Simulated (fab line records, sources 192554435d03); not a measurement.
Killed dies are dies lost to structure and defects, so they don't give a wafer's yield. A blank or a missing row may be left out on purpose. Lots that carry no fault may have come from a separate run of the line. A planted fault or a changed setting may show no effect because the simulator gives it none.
Which tool did it? || flow n5Finfet || 24 lots, 72 wafers sampled, at 3 steps of a route of 1938

== WHAT THE GAUGES READ, wafer by wafer ==
N5_PMOS_HMC_CHANNEL_EPI_INSPECT_30: inspects for defects (darkfield). Usual: rawDefectCount at 19, with a standard deviation of 6.6.
{"lot": "L074", "measured": "day 1 21:00", "on": "defectInspect-01", "rawDefectCount": "17 12 20", "flag": ""}
{"lot": "L075", "measured": "day 2 03:45", "on": "defectInspect-02", "rawDefectCount": "18 10 22", "flag": ""}
{"lot": "L076", "measured": "day 2 08:39", "on": "defectInspect-01", "rawDefectCount": "9 9 9", "flag": ""}
{"lot": "L077", "measured": "day 2 14:48", "on": "defectInspect-01", "rawDefectCount": "20 14 22", "flag": ""}
{"lot": "L078", "measured": "day 2 20:56", "on": "defectInspect-01", "rawDefectCount": "21 17 13", "flag": ""}
{"lot": "L079", "measured": "day 3 04:08", "on": "defectInspect-01", "rawDefectCount": "18 17 20", "flag": ""}
{"lot": "L080", "measured": "day 3 08:31", "on": "defectInspect-02", "rawDefectCount": "24 25 20", "flag": ""}
{"lot": "L081", "measured": "day 3 14:46", "on": "defectInspect-02", "rawDefectCount": "21 19 23", "flag": ""}
{"lot": "L082", "measured": "day 3 20:20", "on": "defectInspect-01", "rawDefectCount": "13 23 27", "flag": ""}
{"lot": "L083", "measured": "day 4 02:08", "on": "defectInspect-02", "rawDefectCount": "21 28 13", "flag": ""}
{"lot": "L084", "measured": "day 4 07:44", "on": "defectInspect-02", "rawDefectCount": "21 13 34", "flag": ""}
{"lot": "L085", "measured": "day 4 13:55", "on": "defectInspect-02", "rawDefectCount": "18 18 18", "flag": ""}
{"lot": "L086", "measured": "day 4 20:02", "on": "defectInspect-02", "rawDefectCount": "16 16 16", "flag": ""}
{"lot": "L087", "measured": "day 5 01:53", "on": "defectInspect-02", "rawDefectCount": "22 31 37", "flag": ""}
{"lot": "L088", "measured": "day 5 07:52", "on": "defectInspect-01", "rawDefectCount": "30 18 16", "flag": ""}
{"lot": "L089", "measured": "day 5 14:40", "on": "defectInspect-01", "rawDefectCount": "16 15 17", "flag": ""}
{"lot": "L090", "measured": "day 5 20:20", "on": "defectInspect-02", "rawDefectCount": "12 14 25", "flag": ""}
{"lot": "L091", "measured": "day 6 02:56", "on": "defectInspect-01", "rawDefectCount": "14 14 11", "flag": ""}
{"lot": "L092", "measured": "day 6 08:47", "on": "defectInspect-01", "rawDefectCount": "11 15 13", "flag": ""}
{"lot": "L093", "measured": "day 6 14:10", "on": "defectInspect-02", "rawDefectCount": "39 22 22", "flag": ""}
{"lot": "L094", "measured": "day 6 20:05", "on": "defectInspect-02", "rawDefectCount": "25 14 40", "flag": ""}
{"lot": "L095", "measured": "day 7 02:02", "on": "defectInspect-02", "rawDefectCount": "27 37 21", "flag": ""}
{"lot": "L096", "measured": "day 7 08:55", "on": "defectInspect-02", "rawDefectCount": "20 28 20", "flag": ""}
{"lot": "L097", "measured": "day 7 16:18", "on": "defectInspect-02", "rawDefectCount": "13 17 15", "flag": ""}

N5_FIN_SAQP_THK_MEAS_05. Usual: thkNm at 37.9 nm, with a standard deviation of 0.52.
{"lot": "L074", "measured": "day 1 21:41", "on": "filmMetro-02", "thkNm (nm)": "37.7 38.0 38.2", "flag": ""}
{"lot": "L075", "measured": "day 2 04:25", "on": "filmMetro-02", "thkNm (nm)": "37.5 37.3 37.3", "flag": ""}
{"lot": "L076", "measured": "day 2 09:37", "on": "filmMetro-01", "thkNm (nm)": "37.7 38.1 38.5", "flag": ""}
{"lot": "L077", "measured": "day 2 15:33", "on": "filmMetro-01", "thkNm (nm)": "37.8 37.9 38.2", "flag": ""}
{"lot": "L078", "measured": "day 2 21:44", "on": "filmMetro-02", "thkNm (nm)": "38.0 37.8 37.7", "flag": ""}
{"lot": "L079", "measured": "day 3 05:02", "on": "filmMetro-02", "thkNm (nm)": "37.6 38.7 37.9", "flag": ""}
{"lot": "L080", "measured": "day 3 09:09", "on": "filmMetro-02", "thkNm (nm)": "37.1 37.6 37.9", "flag": ""}
{"lot": "L081", "measured": "day 3 15:29", "on": "filmMetro-01", "thkNm (nm)": "38.6 38.9 38.3", "flag": ""}
{"lot": "L082", "measured": "day 3 20:58", "on": "filmMetro-02", "thkNm (nm)": "37.6 36.9 38.0", "flag": ""}
{"lot": "L083", "measured": "day 4 03:24", "on": "filmMetro-02", "thkNm (nm)": "37.5 37.6 38.1", "flag": ""}
{"lot": "L084", "measured": "day 4 08:22", "on": "filmMetro-02", "thkNm (nm)": "37.2 37.7 38.9", "flag": ""}
{"lot": "L085", "measured": "day 4 14:36", "on": "filmMetro-02", "thkNm (nm)": "37.8 38.7 38.3", "flag": ""}
{"lot": "L086", "measured": "day 4 20:40", "on": "filmMetro-01", "thkNm (nm)": "37.8 38.4 37.5", "flag": ""}
{"lot": "L087", "measured": "day 5 02:31", "on": "filmMetro-01", "thkNm (nm)": "37.8 37.1 37.6", "flag": ""}
{"lot": "L088", "measured": "day 5 08:29", "on": "filmMetro-01", "thkNm (nm)": "37.2 37.9 38.7", "flag": ""}
{"lot": "L089", "measured": "day 5 15:25", "on": "filmMetro-02", "thkNm (nm)": "37.9 37.7 38.4", "flag": ""}
{"lot": "L090", "measured": "day 5 21:45", "on": "filmMetro-02", "thkNm (nm)": "36.8 38.1 37.9", "flag": ""}
{"lot": "L091", "measured": "day 6 03:44", "on": "filmMetro-02", "thkNm (nm)": "37.7 38.6 38.1", "flag": ""}
{"lot": "L092", "measured": "day 6 09:25", "on": "filmMetro-02", "thkNm (nm)": "38.9 38.3 38.2", "flag": ""}
{"lot": "L093", "measured": "day 6 15:19", "on": "filmMetro-01", "thkNm (nm)": "37.9 38.5 38.4", "flag": ""}
{"lot": "L094", "measured": "day 6 20:43", "on": "filmMetro-02", "thkNm (nm)": "38.3 38.0 38.6", "flag": ""}
{"lot": "L095", "measured": "day 7 02:44", "on": "filmMetro-01", "thkNm (nm)": "37.5 38.3 38.1", "flag": ""}
{"lot": "L096", "measured": "day 7 09:42", "on": "filmMetro-02", "thkNm (nm)": "37.2 37.3 38.3", "flag": ""}
{"lot": "L097", "measured": "day 7 16:56", "on": "filmMetro-02", "thkNm (nm)": "37.5 37.5 38.2", "flag": ""}

== EACH LOT AND THE TOOL THAT RAN IT (in order: tool; ch and the chambers of the sampled wafers; start) ==
{"lot": "L074", "N5_FIN_SAQP_ALD_61": "aldSin-03 ch 1,2,3, day 1 21:07"}
{"lot": "L075", "N5_FIN_SAQP_ALD_61": "aldSin-04 ch 1,2,3, day 2 03:53"}
{"lot": "L076", "N5_FIN_SAQP_ALD_61": "aldSin-01 ch 0,1, day 2 08:47"}
{"lot": "L077", "N5_FIN_SAQP_ALD_61": "aldSin-04 ch 0,2,3, day 2 15:02"}
{"lot": "L078", "N5_FIN_SAQP_ALD_61": "aldSin-01 ch 1,2, day 2 21:03"}
{"lot": "L079", "N5_FIN_SAQP_ALD_61": "aldSin-03 ch 1,3, day 3 04:16"}
{"lot": "L080", "N5_FIN_SAQP_ALD_61": "aldSin-01 ch 0,1,3, day 3 08:39"}
{"lot": "L081", "N5_FIN_SAQP_ALD_61": "aldSin-01 ch 0,1,2, day 3 14:54"}
{"lot": "L082", "N5_FIN_SAQP_ALD_61": "aldSin-03 ch 1,3, day 3 20:28"}
{"lot": "L083", "N5_FIN_SAQP_ALD_61": "aldSin-01 ch 1,2, day 4 02:53"}
{"lot": "L084", "N5_FIN_SAQP_ALD_61": "aldSin-04 ch 0,1,3, day 4 07:52"}
{"lot": "L085", "N5_FIN_SAQP_ALD_61": "aldSin-03 ch 1,2,3, day 4 14:02"}
{"lot": "L086", "N5_FIN_SAQP_ALD_61": "aldSin-04 ch 1,3, day 4 20:10"}
{"lot": "L087", "N5_FIN_SAQP_ALD_61": "aldSin-01 ch 0,1,2, day 5 02:00"}
{"lot": "L088", "N5_FIN_SAQP_ALD_61": "aldSin-04 ch 0,2, day 5 07:59"}
{"lot": "L089", "N5_FIN_SAQP_ALD_61": "aldSin-04 ch 0,2,3, day 5 14:48"}
{"lot": "L090", "N5_FIN_SAQP_ALD_61": "aldSin-03 ch 1,2,3, day 5 21:15"}
{"lot": "L091", "N5_FIN_SAQP_ALD_61": "aldSin-04 ch 1,3, day 6 03:04"}
{"lot": "L092", "N5_FIN_SAQP_ALD_61": "aldSin-01 ch 0,1,3, day 6 08:54"}
{"lot": "L093", "N5_FIN_SAQP_ALD_61": "aldSin-01 ch 0,2,3, day 6 14:48"}
{"lot": "L094", "N5_FIN_SAQP_ALD_61": "aldSin-01 ch 0,1,3, day 6 20:13"}
{"lot": "L095", "N5_FIN_SAQP_ALD_61": "aldSin-03 ch 0,1,3, day 7 02:14"}
{"lot": "L096", "N5_FIN_SAQP_ALD_61": "aldSin-03 ch 0,1,2, day 7 09:07"}
{"lot": "L097", "N5_FIN_SAQP_ALD_61": "aldSin-03 ch 0,1,2, day 7 16:25"}
- N5_FIN_SAQP_ALD_61: deposits SiO2, target thk 4 nm, pulse time 1 s, purge time 2 s.

== AS READ BY THE TOOLS THEMSELVES (means over the sampled wafers that have a number; for cases with no such wafer, the mark the record gives instead) ==
N5_FIN_SAQP_ALD_61. Usual: heaterPowerW 463 W, standard deviation 39; precursorPulseHeightRel 1.001, standard deviation 0.021.
{"lot": "L074", "tool": "aldSin-03", "heaterPowerW (W)": 443, "precursorPulseHeightRel": 0.994, "flag": ""}
{"lot": "L075", "tool": "aldSin-04", "heaterPowerW (W)": 492, "precursorPulseHeightRel": 1.008, "flag": ""}
{"lot": "L076", "tool": "aldSin-01", "heaterPowerW (W)": 474, "precursorPulseHeightRel": 0.989, "flag": ""}
{"lot": "L077", "tool": "aldSin-04", "heaterPowerW (W)": 475, "precursorPulseHeightRel": 0.996, "flag": ""}
{"lot": "L078", "tool": "aldSin-01", "heaterPowerW (W)": 477, "precursorPulseHeightRel": 0.998, "flag": ""}
{"lot": "L079", "tool": "aldSin-03", "heaterPowerW (W)": 460, "precursorPulseHeightRel": 0.985, "flag": ""}
{"lot": "L080", "tool": "aldSin-01", "heaterPowerW (W)": 475, "precursorPulseHeightRel": 0.985, "flag": ""}
{"lot": "L081", "tool": "aldSin-01", "heaterPowerW (W)": 469, "precursorPulseHeightRel": 1.004, "flag": ""}
{"lot": "L082", "tool": "aldSin-03", "heaterPowerW (W)": 447, "precursorPulseHeightRel": 0.997, "flag": ""}
{"lot": "L083", "tool": "aldSin-01", "heaterPowerW (W)": 468, "precursorPulseHeightRel": 1.013, "flag": ""}
{"lot": "L084", "tool": "aldSin-04", "heaterPowerW (W)": 444, "precursorPulseHeightRel": 1.027, "flag": ""}
{"lot": "L085", "tool": "aldSin-03", "heaterPowerW (W)": 452, "precursorPulseHeightRel": 0.994, "flag": ""}
{"lot": "L086", "tool": "aldSin-04", "heaterPowerW (W)": 470, "precursorPulseHeightRel": 1.009, "flag": ""}
{"lot": "L087", "tool": "aldSin-01", "heaterPowerW (W)": 473, "precursorPulseHeightRel": 1.005, "flag": ""}
{"lot": "L088", "tool": "aldSin-04", "heaterPowerW (W)": 473, "precursorPulseHeightRel": 1.002, "flag": ""}
{"lot": "L089", "tool": "aldSin-04", "heaterPowerW (W)": 479, "precursorPulseHeightRel": 1.026, "flag": ""}
{"lot": "L090", "tool": "aldSin-03", "heaterPowerW (W)": 459, "precursorPulseHeightRel": 1.019, "flag": ""}
{"lot": "L091", "tool": "aldSin-04", "heaterPowerW (W)": 457, "precursorPulseHeightRel": 1.001, "flag": ""}
{"lot": "L092", "tool": "aldSin-01", "heaterPowerW (W)": 470, "precursorPulseHeightRel": 1.007, "flag": ""}
{"lot": "L093", "tool": "aldSin-01", "heaterPowerW (W)": 474, "precursorPulseHeightRel": 0.983, "flag": ""}
{"lot": "L094", "tool": "aldSin-01", "heaterPowerW (W)": 470, "precursorPulseHeightRel": 1.004, "flag": ""}
{"lot": "L095", "tool": "aldSin-03", "heaterPowerW (W)": 449, "precursorPulseHeightRel": 1.000, "flag": ""}
{"lot": "L096", "tool": "aldSin-03", "heaterPowerW (W)": 440, "precursorPulseHeightRel": 1.022, "flag": ""}
{"lot": "L097", "tool": "aldSin-03", "heaterPowerW (W)": 436, "precursorPulseHeightRel": 1.015, "flag": ""}

== THE ANSWER, worked out from the rows above alone ==
Rule: a lot is off if the mean of its wafers that have a number lies more than 3 standard deviations from the usual mean. Also off: a lot with no number at a reading for which 4 or more lots have one. Where the step has rows for the other lots, those lots are counted as sound. The gauges are gone through in route order, then the tools' own readings, and for those a lot's mean is taken as printed above. The first step at which some lot is off is used, and at that step the reading that is off furthest; a lot without a number counts as furthest.
Nothing can be told from this: no lot is off at any reading shown.

== WHAT HAD BEEN PUT IN BY THE SIMULATOR ==
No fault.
